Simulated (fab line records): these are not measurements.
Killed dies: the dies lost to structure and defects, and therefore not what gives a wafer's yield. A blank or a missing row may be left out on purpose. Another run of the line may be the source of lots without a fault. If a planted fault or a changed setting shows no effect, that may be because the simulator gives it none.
Comparing a struck lot with a sound one | flow n5-finfet | 23 steps out of a route of 1938
Sound: the wafers L796.1, L796.3, L796.6. Wafers L792.1, L792.2, L792.6 were the ones struck. The cause comes at the end.
Per side, at each step with rows, come the tool, then ch with its chambers, and then its first start. Under that, the readings that differ: sound wafers | struck wafers | difference of the means | sigmas: that difference in standard deviations of wafers without a fault.
alike: readings whose means differ by less than 2 such deviations, and words and numbers that are the same on both sides. not compared: withheld readings, readings that some wafer has no value for, bounds like >300 that may hide the same value, and numbers for which the record gives no deviation and whose values overlap.
A row with sigmas, a row that says differs or no value, or rows on one side alone: a step with any of these is where the two part. Numbers that have no deviation but don't overlap get no sigmas and don't part them. Lack of a reading on every wafer of one side parts them only where that side has two or more wafers.

first, 4 steps without rows for these wafers: N5_WELL_APT_EXPOSE_05 (exposes mask NWELL, defocus 0 nm, target cd 200 nm); N5_WELL_APT_PEB_06 (peb time 90 s); N5_WELL_APT_DEVELOP_07 (develop time 45 s); N5_WELL_APT_HARDBAKE_12 (time 120 s).
N5_WELL_APT_CD_MEAS_08: the cd target is 200 nm.
  sound on cd-sem-02 ch 0, day 5 13:47; struck on cd-sem-01 ch 0, day 4 13:52
  alike: cd-nm
N5_WELL_APT_OVL_MEAS_09:
  sound on overlay-01 ch 0, day 5 13:49; struck on overlay-01 ch 0, day 4 13:54
  reading        | sound    | struck | difference | sigmas
  NWELL_OVL (nm) | -4 -5 -5 | 9 6 7  | +12        | +2
N5_WELL_APT_INSPECT_10: inspects for defects (macro).
  struck on defect-inspect-02, day 4 13:56; sound on defect-inspect-01, day 5 13:50
  alike: raw-defect-count
N5_WELL_APT_DESCUM_13: chemistry O2, time 7.9 s.
  sound on rie-diel-04 ch 1,2, day 5 14:04; struck on rie-diel-04 ch 0,1,3, day 4 13:58
  alike: drypump-motor-current-A, oes-product-au, rf-vpp-V, showerhead-plenum-p-Torr, throttle-valve-pct
  not compared: rf-hours-counter-h
then, 4 steps without rows for these wafers: N5_WELL_APT_IMPLANT_14; N5_WELL_APT_IMPLANT_15; N5_WELL_APT_STRIP_16 (strips in SPM, time 900 s); N5_WELL_APT_HMDS_18 (time 60 s).
N5_WELL_APT_COAT_19: resist thk 950 nm.
  sound on litho-track-02 ch 0, day 5 14:51; struck on litho-track-02, day 4 14:44
  no value came back on the struck wafers for chill-plate-temp-C (C), dispense-pressure-kPa (kPa); on the sound wafers chill-plate-temp-C (C) reads 22.95 23.03 23.06
then, 6 steps without rows for these wafers: N5_WELL_APT_EBR_21; N5_WELL_APT_SOFTBAKE_20 (time 60 s); N5_WELL_APT_EXPOSE_22 (exposes mask PWELL, defocus 0 nm, target cd 200 nm); N5_WELL_APT_PEB_23 (peb time 90 s); N5_WELL_APT_DEVELOP_24 (develop time 45 s); N5_WELL_APT_HARDBAKE_29 (time 120 s).
N5_WELL_APT_CD_MEAS_25: the cd target is 200 nm.
  sound on cd-sem-02 ch 0, day 5 15:07; struck on cd-sem-01 ch 0, day 4 15:08
  reading    | sound             | struck | difference                    | sigmas
  cd-nm (nm) | 199.5 196.2 196.0 | - - -  | no value on the struck wafers |
N5_WELL_APT_OVL_MEAS_26:
  sound on overlay-02 ch 0, day 5 15:08; struck on overlay-01 ch 0, day 4 15:10
  reading        | sound     | struck | difference                    | sigmas
  PWELL_OVL (nm) | -9 -4 -10 | - - -  | no value on the struck wafers |
N5_BEOL_M4_RC_MEAS_101:
  the record has rows for the sound wafers here (prober-01 ch 0, day 15 06:26) and none for the struck ones
-- the record jumps here: 13 days lie between the struck wafers' starts before and after (it left off in module BEOL_M4 and takes up again in module PASSIVATION, whose first step shown is number 1936 of the route) --
N5_PASSIVATION_PROBE_49:
  struck on prober-01, day 17 21:14; sound on prober-01, day 19 17:07
  reading                  | sound | struck         | difference | sigmas
  defect-limited-yield (%) | 91.4  | 0 0 0          | -91        | -65
  killed_at_M4_up          | 22    | 11 12 9        | -11        | -2
  killed-at-front-end      | 26    | 1119 1132 1107 | +1093      | +99 or more
  killed-dies              | 102   | 1180 1180 1180 | +1078      | +63
  killed-on-rim            | 15    | 152 152 152    | +137       | +35
  sort_bin_5_function (%)  | 5.0   | 96.0 96.9 96.3 | +91.4      | +91
  sort-n-pass              | 1074  | 0 0 0          | -1074      | -57
  sort-yield-pct (%)       | 91.0  | 0 0 0          | -91        | -57
  alike: killed_at_M0_to_M3, killed-at-contacts, killed-at-other, killed-open, killed-short, sort_bin_4_leakage, sort_bin_6_memory

## WHERE THEY PART
Earliest at N5_WELL_APT_OVL_MEAS_09; latest, in this record, at N5_PASSIVATION_PROBE_49.

WHY: what had been put in by the simulator
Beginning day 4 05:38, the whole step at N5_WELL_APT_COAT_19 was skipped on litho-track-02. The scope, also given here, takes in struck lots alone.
